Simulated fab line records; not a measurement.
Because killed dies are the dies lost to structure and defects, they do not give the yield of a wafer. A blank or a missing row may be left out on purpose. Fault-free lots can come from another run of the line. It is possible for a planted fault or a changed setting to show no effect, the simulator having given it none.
Split-lot study / flow n5 finfet / 7 lots, 39 wafers read, on a route of 1938 steps

## THE SPLIT ITSELF
At N5_MIM_TOP_ETCH_ETCH_00 (etches TiN in Cl2/BCl3, target depth 38.5 nm), the setting target depth a was moved away from the recipe's 385 angstrom on 18 of the 39 wafers read, by -37.7% to +55.5%. All remaining wafers had this setting at the recipe value.

The reading comes from the split's own step.

## THE READING
MIM_TOP_ETCH.feature depth nm (the simulator's own value, which no gauge read), in nm, at N5_MIM_TOP_ETCH_ETCH_00 (etches TiN in Cl2/BCl3, target depth 38.5 nm). The file does not state a usual value for it. Here, 21 wafers ran the recipe; their average is 39.2 nm with a standard deviation of 0.42 nm.

wafer=L079.1; tool, chamber at the split=rie metal-03, 0; target depth a as run, angstrom=385; against the recipe=recipe; MIM_TOP_ETCH.feature depth nm, nm=39.6; against lot-mates on the recipe=-
wafer=L079.2; tool, chamber at the split=rie metal-03, 1; target depth a as run, angstrom=239.8; against the recipe=-37.7%; MIM_TOP_ETCH.feature depth nm, nm=24.2; against lot-mates on the recipe=-15.1
wafer=L079.3; tool, chamber at the split=rie metal-03, 1; target depth a as run, angstrom=385; against the recipe=recipe; MIM_TOP_ETCH.feature depth nm, nm=38.4; against lot-mates on the recipe=-
wafer=L079.4; tool, chamber at the split=rie metal-03, 0; target depth a as run, angstrom=385; against the recipe=recipe; MIM_TOP_ETCH.feature depth nm, nm=40; against lot-mates on the recipe=-
wafer=L079.5; tool, chamber at the split=rie metal-03, 0; target depth a as run, angstrom=239.8; against the recipe=-37.7%; MIM_TOP_ETCH.feature depth nm, nm=24.6; against lot-mates on the recipe=-14.7
wafer=L079.6; tool, chamber at the split=rie metal-03, 1; target depth a as run, angstrom=239.8; against the recipe=-37.7%; MIM_TOP_ETCH.feature depth nm, nm=24.2; against lot-mates on the recipe=-15.1
wafer=L082.1; tool, chamber at the split=rie metal-02, 1; target depth a as run, angstrom=385; against the recipe=recipe; MIM_TOP_ETCH.feature depth nm, nm=39.8; against lot-mates on the recipe=-
wafer=L082.2; tool, chamber at the split=rie metal-02, 0; target depth a as run, angstrom=565.3; against the recipe=+46.8%; MIM_TOP_ETCH.feature depth nm, nm=57.6; against lot-mates on the recipe=+18.4
wafer=L082.3; tool, chamber at the split=rie metal-02, 0; target depth a as run, angstrom=385; against the recipe=recipe; MIM_TOP_ETCH.feature depth nm, nm=39; against lot-mates on the recipe=-
wafer=L082.4; tool, chamber at the split=rie metal-02, 1; target depth a as run, angstrom=565.3; against the recipe=+46.8%; MIM_TOP_ETCH.feature depth nm, nm=58.6; against lot-mates on the recipe=+19.4
wafer=L082.5; tool, chamber at the split=rie metal-02, 1; target depth a as run, angstrom=565.3; against the recipe=+46.8%; MIM_TOP_ETCH.feature depth nm, nm=58.4; against lot-mates on the recipe=+19.2
wafer=L082.6; tool, chamber at the split=rie metal-02, 0; target depth a as run, angstrom=385; against the recipe=recipe; MIM_TOP_ETCH.feature depth nm, nm=38.8; against lot-mates on the recipe=-
wafer=L085.1; tool, chamber at the split=rie metal-01, 0; target depth a as run, angstrom=471.7; against the recipe=+22.5%; MIM_TOP_ETCH.feature depth nm, nm=47.6; against lot-mates on the recipe=+8.8
wafer=L085.2; tool, chamber at the split=rie metal-01, 1; target depth a as run, angstrom=385; against the recipe=recipe; MIM_TOP_ETCH.feature depth nm, nm=38.8; against lot-mates on the recipe=-
wafer=L085.3; tool, chamber at the split=rie metal-01, 1; target depth a as run, angstrom=385; against the recipe=recipe; MIM_TOP_ETCH.feature depth nm, nm=38.8; against lot-mates on the recipe=-
wafer=L085.4; tool, chamber at the split=rie metal-01, 0; target depth a as run, angstrom=471.7; against the recipe=+22.5%; MIM_TOP_ETCH.feature depth nm, nm=47.6; against lot-mates on the recipe=+8.8
wafer=L085.5; tool, chamber at the split=rie metal-01, 1; target depth a as run, angstrom=385; against the recipe=recipe; MIM_TOP_ETCH.feature depth nm, nm=38.8; against lot-mates on the recipe=-
wafer=L085.6; tool, chamber at the split=rie metal-01, 0; target depth a as run, angstrom=471.7; against the recipe=+22.5%; MIM_TOP_ETCH.feature depth nm, nm=47.6; against lot-mates on the recipe=+8.8
wafer=L091.1; tool, chamber at the split=rie metal-01, 0; target depth a as run, angstrom=385; against the recipe=recipe; MIM_TOP_ETCH.feature depth nm, nm=39.6; against lot-mates on the recipe=-
wafer=L091.2; tool, chamber at the split=rie metal-01, 1; target depth a as run, angstrom=598.8; against the recipe=+55.5%; MIM_TOP_ETCH.feature depth nm, nm=61.2; against lot-mates on the recipe=+21.8
wafer=L091.3; tool, chamber at the split=rie metal-01, 1; target depth a as run, angstrom=385; against the recipe=recipe; MIM_TOP_ETCH.feature depth nm, nm=39.4; against lot-mates on the recipe=-
wafer=L091.4; tool, chamber at the split=rie metal-01, 0; target depth a as run, angstrom=598.8; against the recipe=+55.5%; MIM_TOP_ETCH.feature depth nm, nm=61.6; against lot-mates on the recipe=+22.2
wafer=L091.5; tool, chamber at the split=rie metal-01, 1; target depth a as run, angstrom=385; against the recipe=recipe; MIM_TOP_ETCH.feature depth nm, nm=39.2; against lot-mates on the recipe=-
wafer=L091.6; tool, chamber at the split=rie metal-01, 0; target depth a as run, angstrom=598.8; against the recipe=+55.5%; MIM_TOP_ETCH.feature depth nm, nm=61; against lot-mates on the recipe=+21.6
wafer=L093.2; tool, chamber at the split=rie metal-02, 1; target depth a as run, angstrom=385; against the recipe=recipe; MIM_TOP_ETCH.feature depth nm, nm=39.4; against lot-mates on the recipe=-
wafer=L093.4; tool, chamber at the split=rie metal-02, 0; target depth a as run, angstrom=385; against the recipe=recipe; MIM_TOP_ETCH.feature depth nm, nm=39.2; against lot-mates on the recipe=-
wafer=L093.6; tool, chamber at the split=rie metal-02, 1; target depth a as run, angstrom=385; against the recipe=recipe; MIM_TOP_ETCH.feature depth nm, nm=39.4; against lot-mates on the recipe=-
wafer=L094.1; tool, chamber at the split=rie metal-02, 0; target depth a as run, angstrom=385; against the recipe=recipe; MIM_TOP_ETCH.feature depth nm, nm=39.4; against lot-mates on the recipe=-
wafer=L094.2; tool, chamber at the split=rie metal-02, 1; target depth a as run, angstrom=553.5; against the recipe=+43.8%; MIM_TOP_ETCH.feature depth nm, nm=56.4; against lot-mates on the recipe=+17.3
wafer=L094.3; tool, chamber at the split=rie metal-02, 1; target depth a as run, angstrom=553.5; against the recipe=+43.8%; MIM_TOP_ETCH.feature depth nm, nm=56.6; against lot-mates on the recipe=+17.5
wafer=L094.4; tool, chamber at the split=rie metal-02, 0; target depth a as run, angstrom=553.5; against the recipe=+43.8%; MIM_TOP_ETCH.feature depth nm, nm=56.4; against lot-mates on the recipe=+17.3
wafer=L094.5; tool, chamber at the split=rie metal-02, 0; target depth a as run, angstrom=385; against the recipe=recipe; MIM_TOP_ETCH.feature depth nm, nm=38.6; against lot-mates on the recipe=-
wafer=L094.6; tool, chamber at the split=rie metal-02, 1; target depth a as run, angstrom=385; against the recipe=recipe; MIM_TOP_ETCH.feature depth nm, nm=39.2; against lot-mates on the recipe=-
wafer=L095.1; tool, chamber at the split=rie metal-02, 1; target depth a as run, angstrom=385; against the recipe=recipe; MIM_TOP_ETCH.feature depth nm, nm=39.8; against lot-mates on the recipe=-
wafer=L095.2; tool, chamber at the split=rie metal-02, 0; target depth a as run, angstrom=385; against the recipe=recipe; MIM_TOP_ETCH.feature depth nm, nm=39.4; against lot-mates on the recipe=-
wafer=L095.3; tool, chamber at the split=rie metal-02, 1; target depth a as run, angstrom=385; against the recipe=recipe; MIM_TOP_ETCH.feature depth nm, nm=39.6; against lot-mates on the recipe=-
wafer=L095.4; tool, chamber at the split=rie metal-02, 0; target depth a as run, angstrom=285; against the recipe=-26.0%; MIM_TOP_ETCH.feature depth nm, nm=29.2; against lot-mates on the recipe=-10.4
wafer=L095.5; tool, chamber at the split=rie metal-02, 1; target depth a as run, angstrom=285; against the recipe=-26.0%; MIM_TOP_ETCH.feature depth nm, nm=29.4; against lot-mates on the recipe=-10.2
wafer=L095.6; tool, chamber at the split=rie metal-02, 0; target depth a as run, angstrom=285; against the recipe=-26.0%; MIM_TOP_ETCH.feature depth nm, nm=28.8; against lot-mates on the recipe=-10.8

THE FIT
A straight line over all 39 wafers: MIM_TOP_ETCH.feature depth nm changes by +0.396 nm for each +1% of target depth a; r = +1.00; the points scatter about the line by 0.41 nm.
The same after taking each lot's own level away (the mean of its wafers on the recipe; 39 wafers): +0.398 nm for each +1%; r = +1.00; scatter 0.34 nm.
According to that fit, moving target depth a by its largest amount changes the reading by 22 nm.
The lots' own levels span 38.80 to 39.60 nm, that is 1.9 times the standard deviation above.
So the lot-to-lot level changes the slope little: the two slopes agree.
Check: for one of the wafers moved furthest among these (+55.5%), held out of the fit, the line's prediction against its lot-mates is +22.1 nm. Against them it came out at +21.8 nm.

## OTHER SPLITS ON THESE WAFERS
These wafers also went through other splits before the reading. Each is held against what the fit with the lots' levels taken away leaves over:
other split on the same wafers=N5_BEOL_M12_ILD_DEP_00 target thk a; wafers away from the commonest value=15; r with MIM_TOP_ETCH.feature depth nm (lot level and that fit taken away)=-0.15

## THE WHOLE CHAIN: every reading that the file lists as answering this split, in the file's order
step=N5_MIM_TOP_ETCH_ETCH_00; what it does=etches TiN in Cl2/BCl3, target depth 38.5 nm; reading=etch.depth nm (the simulator's own value, which no gauge read); change (the file's fit)=+0.398 nm for each +1% of the setting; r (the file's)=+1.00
step=N5_MIM_TOP_ETCH_ETCH_00; what it does=etches TiN in Cl2/BCl3, target depth 38.5 nm; reading=MIM_TOP_ETCH.feature depth nm (the simulator's own value, which no gauge read); change (the file's fit)=+0.398 nm for each +1% of the setting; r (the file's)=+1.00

## THE FILE'S OWN FIT
MIM_TOP_ETCH.feature depth nm changes by +0.398 nm for each +1% of target depth a, r = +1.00.
